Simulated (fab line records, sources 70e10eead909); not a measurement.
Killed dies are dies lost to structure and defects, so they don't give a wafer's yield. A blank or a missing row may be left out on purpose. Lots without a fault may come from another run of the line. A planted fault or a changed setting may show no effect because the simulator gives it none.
A struck lot beside a sound one | flow nand_harc | 14 steps out of a route of 1302
Sound: wafers L911.3, L911.4, L911.5. Struck: wafers L909.1, L909.4, L909.6. The cause comes at the end.
At each step with rows: each side's tool, then ch and its chambers, then its first start. Under that, the readings that differ: sound wafers | struck wafers | difference of the means | sigmas: that difference in standard deviations of wafers without a fault.
alike: readings whose means differ by less than 2 such deviations, and words and numbers that are the same on both sides. not compared: withheld readings, readings that some wafer has no value for, bounds like >300 that may hide the same value, and numbers for which the record gives no deviation and whose values overlap.
The two part at a step that has a row with sigmas, a row that says differs or no value, or rows on one side only. Numbers that don't overlap but have no deviation are shown without sigmas and don't part them. A reading that every wafer of one side lacks parts them only if that side has two wafers or more.

first, 1 step without rows for these wafers: NHARC_A_ONON_D1_DEP_19 (target thk 1000 nm).
NHARC_A_ONON_D1_THK_MEAS_21: measures by ellipsometry.
  sound on film_metro-02, day 14 09:49; struck on film_metro-01, day 13 00:04
  alike: thk_nm
then, 1 step without rows for these wafers: NHARC_A_ONON_D1_DEP_22 (target thk 1000 nm).
NHARC_A_ONON_D1_THK_MEAS_24: measures by ellipsometry.
  sound on film_metro-01, day 14 10:23; struck on film_metro-01, day 13 00:38
  alike: thk_nm
then, 1 step without rows for these wafers: NHARC_A_ONON_D1_DEP_25 (target thk 1000 nm).
NHARC_A_ONON_D1_THK_MEAS_27: measures by ellipsometry.
  sound on film_metro-01, day 14 10:58; struck on film_metro-02, day 13 01:11
  alike: thk_nm
then, 1 step without rows for these wafers: NHARC_A_ONON_D1_DEP_28 (target thk 1000 nm).
NHARC_A_ONON_D1_THK_MEAS_30: measures by ellipsometry.
  sound on film_metro-02, day 14 11:31; struck on film_metro-02, day 13 01:46
  reading     | sound          | struck         | difference | sigmas
  thk_nm (nm) | 1004 1004 1005 | 1019 1020 1020 | +15        | +2
NHARC_A_ONON_D1_DEP_33: deposits SiO2, target thk 200 nm.
  sound on pecvd-02 ch 1,2, day 14 11:38; struck on pecvd-03 ch 0,1,2, day 13 01:54
  alike: heater_power_w, throttle_valve_pct
NHARC_A_ONON_D1_THK_MEAS_34: measures by ellipsometry.
  sound on film_metro-01, day 14 12:04; struck on film_metro-02, day 13 02:14
  alike: thk_nm
NHARC_A_ONON_D1_INSPECT_32:
  sound on defect_inspect-01, day 14 12:07; struck on defect_inspect-02, day 13 02:19
  alike: raw_defect_count
NHARC_A_CHANNEL_HOLE_D1_DEP_00: deposits aC, target thk 3100 nm.
  sound on acl_dep-02 ch 0, day 14 15:35; struck on acl_dep-02 ch 0, day 13 06:37
  alike: throttle_valve_pct
NHARC_A_CHANNEL_HOLE_D1_DEP_01: deposits SiON, target thk 140 nm.
  sound on pecvd-04 ch 0,1, day 14 16:52; struck on pecvd-01 ch 0,2, day 13 08:44
  alike: heater_power_w
-- the record jumps here: 16 days lie between the struck wafers' starts before and after (it left off in module A_CHANNEL_HOLE_D1 and takes up again in module END, whose first step shown is number 1302 of the route) --
NHARC_END_SORT_01:
  sound on prober-02 ch 0, day 30 11:17; struck on prober-01 ch 0, day 29 17:53
  reading             | sound    | struck      | difference | sigmas
  killed_at_array     | 49 37 34 | 667 668 667 | +627       | +39
  killed_at_periphery | 2 2 1    | 10 7 8      | +7         | +2
  killed_dies         | 51 40 36 | 677 677 677 | +635       | +37
  alike: killed_at_other, killed_open, killed_short

WHERE THEY PART
First at NHARC_A_ONON_D1_THK_MEAS_30; last, within this record, at NHARC_END_SORT_01.

WHY: what the simulator had put in
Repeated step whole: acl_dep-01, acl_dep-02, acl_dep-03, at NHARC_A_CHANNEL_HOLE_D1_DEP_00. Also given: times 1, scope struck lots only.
